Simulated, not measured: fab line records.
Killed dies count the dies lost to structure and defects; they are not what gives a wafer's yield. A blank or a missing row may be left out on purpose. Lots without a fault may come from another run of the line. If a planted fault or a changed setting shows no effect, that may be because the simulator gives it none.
Which tool is to blame? | flow nand harc | 13 lots, 37 wafers sampled, at 5 steps of a route of 1302

## WHAT THE GAUGES READ, wafer by wafer
NHARC_END_SORT_01.
lot  | measured     | on        | killed at array | killed at other | killed at periphery | killed dies | killed open | killed short
L314 | day 28 02:01 | prober-02 | 59 51 69        | 1 1 2           | 5 5 3               | 65 57 74    | 3 0 2       | 3 2 2
L313 | day 29 01:47 | prober-01 | 63              | 0               | 3                   | 66          | 1           | 3
L315 | day 29 09:35 | prober-01 | 44              | 2               | 3                   | 49          | 1           | 2

## WHAT TOOL EACH LOT RAN ON (gives the tool, then ch and the chambers of the sampled wafers, and finally the start)
lot  | NHARC_A_STAIRCASE_ETCH_25                     | NHARC_A_STAIRCASE_ETCH_27                     | NHARC_A_STAIRCASE_ETCH_188         | NHARC_A_STAIRCASE_ETCH_197
L304 | rie diel-02 ch 3, day 15 15:00 or earlier     | rie diel-02 ch 3, day 15 15:00 or earlier     | rie diel-11 ch 0,1, day 15 15:00   | rie diel-11 ch 1,3, no start
L305 | rie diel-04 ch 1,2,3, day 16 13:48 or earlier | rie diel-04 ch 0,2,3, day 16 13:48 or earlier | rie diel-02 ch 0,1,2, day 16 13:48 | rie diel-02 ch 1,2,3, no start
L307 | rie diel-02 ch 0,3, day 16 14:40 or earlier   | rie diel-02 ch 0,2,3, day 16 14:40 or earlier | rie diel-04 ch 0,3, day 16 14:40   | rie diel-11 ch 1,2, no start
L308 | rie diel-02 ch 2,3, day 17 11:29 or earlier   | rie diel-02 ch 1,2, day 17 11:29 or earlier   | rie diel-04 ch 0,1,2, day 17 11:29 | rie diel-04 ch 0,2, no start
L312 | rie diel-11 ch 0,2,3, day 19 02:46 or earlier | rie diel-11 ch 2,3, day 19 02:46 or earlier   | rie diel-11 ch 0,3, day 19 02:46   | rie diel-04 ch 0,1, no start
L314 | rie diel-04 ch 1,2,3, day 20 00:06 or earlier | rie diel-04 ch 0,2, day 20 00:06 or earlier   | rie diel-02 ch 1,2,3, day 20 00:06 | rie diel-02 ch 0,1,3, day 28 02:01 or earlier
L313 | rie diel-04 ch 0,2,3, day 20 03:26 or earlier | rie diel-04 ch 2,3, day 20 03:26 or earlier   | rie diel-02 ch 0,1, day 20 03:26   | rie diel-02 ch 0,2, day 29 01:47 or earlier
L315 | rie diel-02 ch 0,3, day 20 13:59 or earlier   | rie diel-02 ch 1,2,3, day 20 13:59 or earlier | rie diel-04 ch 1,2,3, day 20 13:59 | rie diel-04 ch 0,2,3, day 29 09:35 or earlier
L321 | rie diel-02 ch 1,3, day 22 13:19 or earlier   | rie diel-02 ch 1,2, day 22 13:19 or earlier   | rie diel-11 ch 1,3, day 22 13:19   | rie diel-02 ch 0,2, no start
L322 | rie diel-02 ch 1,3, day 23 17:44 or earlier   | rie diel-02 ch 0,3, day 23 17:44 or earlier   | rie diel-11 ch 1,2, day 23 17:44   | rie diel-02 ch 1,3, no start
L325 | rie diel-04 ch 0,1,3, day 24 04:22 or earlier | rie diel-04 ch 1,2,3, day 24 04:22 or earlier | rie diel-04 ch 1,2,3, day 24 04:22 | rie diel-02 ch 1,2,3, no start
L326 | rie diel-04 ch 1,2, day 25 14:32 or earlier   | rie diel-04 ch 0,1,3, day 25 14:32 or earlier | rie diel-02 ch 0,1, day 25 14:32   | rie diel-04 ch 0,1,2, no start
L327 | rie diel-02 ch 1,2, day 25 19:06 or earlier   | rie diel-02 ch 1,2,3, day 25 19:06 or earlier | rie diel-02 ch 0,1,2, day 25 19:06 | rie diel-02 ch 0,2, no start
- NHARC_A_STAIRCASE_ETCH_25: etches the open film in C4F8/O2, target depth 100 nm, time 40.5 s.
- NHARC_A_STAIRCASE_ETCH_27: etches the open film in C4F8/O2, target depth 100 nm, time 40.5 s.
- NHARC_A_STAIRCASE_ETCH_188: etches the open film in C4F8/O2, target depth 100 nm, time 40.5 s.
- NHARC_A_STAIRCASE_ETCH_197: etches the open film in C4F8/O2, target depth 100 nm, time 40.5 s.

## WHAT THE TOOLS THEMSELVES READ (means of the sampled wafers that have a number; where no wafer has one, the mark that the record gives instead)
NHARC_A_STAIRCASE_ETCH_25.
lot  | tool        | oes product au (a.u.) | rf vpp V (V) | run length s (s)
L304 | rie diel-02 | 0.919                 | 900          | 61.3
L305 | rie diel-04 | 0.934                 | 898          | 62.3
L307 | rie diel-02 | 0.954                 | 891          | 61.8
L308 | rie diel-02 | 0.952                 | 896          | 61.4
L312 | rie diel-11 | 0.945                 | 890          | 62.6
L314 | rie diel-04 | 0.942                 | 897          | 61.8
L313 | rie diel-04 | 0.942                 | 898          | 62.0
L315 | rie diel-02 | 0.939                 | 895          | 61.8
L321 | rie diel-02 | 0.946                 | 900          | 61.3
L322 | rie diel-02 | 0.952                 | 900          | 61.7
L325 | rie diel-04 | 0.944                 | 897          | 62.1
L326 | rie diel-04 | 0.949                 | 897          | 61.7
L327 | rie diel-02 | 0.951                 | 899          | 62.2

NHARC_A_STAIRCASE_ETCH_27.
lot  | tool        | oes product au (a.u.) | rf vpp V (V) | run length s (s)
L304 | rie diel-02 | 0.933                 | 899          | 61.2
L305 | rie diel-04 | 0.934                 | 899          | 62.0
L307 | rie diel-02 | 0.954                 | 894          | 61.9
L308 | rie diel-02 | 0.948                 | 900          | 61.7
L312 | rie diel-11 | 0.946                 | 890          | 62.6
L314 | rie diel-04 | 0.950                 | 899          | 61.8
L313 | rie diel-04 | 0.936                 | 897          | 62.0
L315 | rie diel-02 | 0.927                 | 898          | 61.7
L321 | rie diel-02 | 0.933                 | 897          | 62.0
L322 | rie diel-02 | 0.949                 | 892          | 61.7
L325 | rie diel-04 | 0.956                 | 896          | 61.9
L326 | rie diel-04 | 0.938                 | 896          | 61.9
L327 | rie diel-02 | 0.947                 | 898          | 61.6

NHARC_A_STAIRCASE_ETCH_188.
lot  | tool        | oes product au (a.u.) | rf vpp V (V) | run length s (s)
L304 | rie diel-11 | 0.951                 | 889          | 61.9
L305 | rie diel-02 | 0.930                 | 896          | 62.1
L307 | rie diel-04 | 0.938                 | 896          | 62.2
L308 | rie diel-04 | 0.949                 | 899          | 61.8
L312 | rie diel-11 | 0.941                 | 897          | 62.3
L314 | rie diel-02 | 0.925                 | 898          | 62.1
L313 | rie diel-02 | 0.956                 | 893          | 62.2
L315 | rie diel-04 | 0.949                 | 897          | 62.0
L321 | rie diel-11 | 0.960                 | 895          | 59.2
L322 | rie diel-11 | 0.927                 | 898          | 59.3
L325 | rie diel-04 | 0.940                 | 897          | 61.8
L326 | rie diel-02 | 0.924                 | 892          | 61.9
L327 | rie diel-02 | 0.945                 | 892          | 62.1

NHARC_A_STAIRCASE_ETCH_197.
lot  | tool        | oes product au (a.u.) | rf vpp V (V) | run length s (s)
L304 | rie diel-11 | 0.955                 | 898          | 62.0
L305 | rie diel-02 | 0.939                 | 898          | 61.5
L307 | rie diel-11 | 0.978                 | 890          | 61.8
L308 | rie diel-04 | 0.942                 | 899          | 61.8
L312 | rie diel-04 | 0.939                 | 900          | 61.8
L314 | rie diel-02 | 0.950                 | 896          | 61.6
L313 | rie diel-02 | 0.948                 | 889          | 62.3
L315 | rie diel-04 | 0.940                 | 897          | 62.1
L321 | rie diel-02 | 0.964                 | 890          | 62.1
L322 | rie diel-02 | 0.975                 | 900          | 61.2
L325 | rie diel-02 | 0.965                 | 898          | 61.7
L326 | rie diel-04 | 0.931                 | 898          | 61.9
L327 | rie diel-02 | 0.938                 | 889          | 62.1

## THE ANSWER, worked out from the rows above alone
Rule: what is usual is taken from the lots themselves. Put in order of their means at a reading, lots are off if they are a third of the lots or fewer, leave a main group of 4 or more, and stand apart from it by a gap of 3 or more times the standard deviation of the main group's means; of several such gaps the widest counts. Not used: any main group whose means are identical at the precision the tables above print for the reading. A lot without any number at a reading at which 4 lots or more have one is off too. Any other lot the step has rows for is counted as sound. After the gauges, taken in route order, come the tools' own readings; for these a lot's mean is taken, as printed above. The first step at which some lot is off is used, and at that step the reading that is off furthest; a lot without a number counts as furthest.
Off, at NHARC_A_STAIRCASE_ETCH_188 on run length s: L321, L322. Main group: mean 62.0 s, sd 0.16.
If a tool, at that step or one of the process steps before it, ran each lot that is off and ran no sound lot following the first of them, it fits. Because NHARC_A_STAIRCASE_ETCH_25 lacks a start for some lots, the hours and order of its lots are taken from NHARC_A_STAIRCASE_ETCH_188. Because NHARC_A_STAIRCASE_ETCH_27 lacks a start for some lots, the hours and order of its lots are taken from NHARC_A_STAIRCASE_ETCH_188. One fits: rie diel-11 at NHARC_A_STAIRCASE_ETCH_188. A fault onset in the window from L312 (day 19 02:46, its last sound lot) to L321 (day 22 13:19, its first lot off) fits.
On the lots that are off, the tool's own readings at NHARC_A_STAIRCASE_ETCH_188 differ by more than 5 times the standard deviation of the sound lots' means, which bears it out; run length s reads 59.2 s there versus 62.0 s on the sound lots.

## WHAT THE SIMULATOR PUT IN
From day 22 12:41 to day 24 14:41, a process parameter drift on rie diel-11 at NHARC_A_STAIRCASE_ETCH_188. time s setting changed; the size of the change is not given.
Shown lots that were struck: L321, L322. Same finding as the rule above.
